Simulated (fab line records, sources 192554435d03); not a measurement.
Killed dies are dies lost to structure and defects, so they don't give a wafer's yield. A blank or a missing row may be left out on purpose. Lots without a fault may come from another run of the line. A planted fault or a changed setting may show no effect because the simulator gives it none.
Split-lot experiment | flow n5_finfet | 7 lots, 21 wafers read, on a route of 1938 steps

THE SPLIT
At N5_BEOL_M12_CMP_49 (polishes, stops on SiOC, t overpolish 20.6 s, target thk 320 nm), the setting down_force_psi was moved away from the recipe's 1 psi on 10 of the 21 wafers read, by -7.8% to +21.0%. The other wafers ran this setting at the recipe's value.

The reading is taken at the split's own step.

THE READING
barrier_field_endpoint_s, in s, at N5_BEOL_M12_CMP_49 (polishes, stops on SiOC, t overpolish 20.6 s, target thk 320 nm). Fault-free wafers of this fab line usually give 30.3 s, standard deviation 0.56 s.

wafer  | tool, chamber at the split | down_force_psi as run, psi | against the recipe | barrier_field_endpoint_s, s | against lot-mates on the recipe
L076.4 | cmp-04, 2                  | 1.112                      | +11.2%             | 27.7                        | -3.0
L076.2 | cmp-04, 3                  | 1                          | recipe             | 30.7                        | -
L076.6 | cmp-04, 1                  | 1.112                      | +11.2%             | 27.7                        | -3.0
L075.2 | cmp-04, 1                  | 1                          | recipe             | 28.6                        | -
L075.6 | cmp-04, 1                  | 1.102                      | +10.2%             | 26.4                        | -2.2
L075.5 | cmp-04, 2                  | 1.102                      | +10.2%             | 26.4                        | -2.2
L084.3 | cmp-02, 3                  | 0.9221                     | -7.8%              | 35.6                        | +1.6
L084.4 | cmp-02, 0                  | 0.9221                     | -7.8%              | 33.2                        | -0.8
L084.5 | cmp-02, 0                  | 1                          | recipe             | 34.0                        | -
L088.3 | cmp-01, 0                  | 1.18                       | +18.0%             | 24.1                        | -6.3
L088.4 | cmp-01, 1                  | 1                          | recipe             | 30.4                        | -
L088.5 | cmp-01, 2                  | 1.18                       | +18.0%             | 24.8                        | -5.6
L091.3 | cmp-02, 1                  | 1.157                      | +15.7%             | 26.4                        | -1.1
L091.5 | cmp-02, 1                  | 1                          | recipe             | 27.3                        | -
L091.6 | cmp-02, 2                  | 1                          | recipe             | 27.7                        | -
L093.2 | cmp-02, 1                  | 1                          | recipe             | 32.7                        | -
L093.4 | cmp-02, 2                  | 1                          | recipe             | 30.6                        | -
L093.3 | cmp-02, 3                  | 1.21                       | +21.0%             | 27.1                        | -4.6
L095.2 | cmp-04, 1                  | 1                          | recipe             | 29.8                        | -
L095.3 | cmp-04, 3                  | 1                          | recipe             | 30.1                        | -
L095.5 | cmp-04, 1                  | 1                          | recipe             | 29.9                        | -

THE FIT
A straight line over all 21 wafers: barrier_field_endpoint_s changes by -0.292 s for each +1% of down_force_psi; r = -0.82; the points scatter about the line by 1.8 s.
The same after taking each lot's own level away (the mean of its wafers on the recipe; 21 wafers): -0.219 s for each +1%; r = -0.87; scatter 1.1 s.
On that fit, the largest move of down_force_psi shifts the reading by 4.6 s.
The lots' own levels span 27.50 to 34.00 s, that is 11.6 times the standard deviation above.
So the lot-to-lot level changes the slope: the two fits differ.
Check: with one of the wafers moved furthest among these (+21.0%) left out of the fit, the line predicts -4.95 s for it against its lot-mates. It came out at -4.55 s against them.
Tool readings at the split's step, against how far the setting was moved: barrier_field_endpoint_s r = -0.82.

OTHER SPLITS ON THESE WAFERS
These wafers also went through other splits before the reading. Each is held against what the fit with the lots' levels taken away leaves over:
other split on the same wafers    | wafers away from the commonest value | r with barrier_field_endpoint_s (lot level and that fit taken away)
N5_BEOL_M9_COAT_60 spin_rpm       | 5                                    | -0.63
N5_BEOL_M9_ETCH_62 source_w       | 4                                    | -0.02
N5_BEOL_M10_TRENCH_ETCH_37 time_s | 10                                   | -0.21
N5_BEOL_M11_ETCH_66 time_s        | 6                                    | -0.18
N5_BEOL_M11_TRENCH_ETCH_37 bias_w | 7                                    | +0.04
N5_BEOL_M12_SPUTTER_43 power_w    | 9                                    | +0.29

THE FILE'S OWN FIT
barrier_field_endpoint_s changes by -0.215 s for each +1% of down_force_psi, r = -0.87.
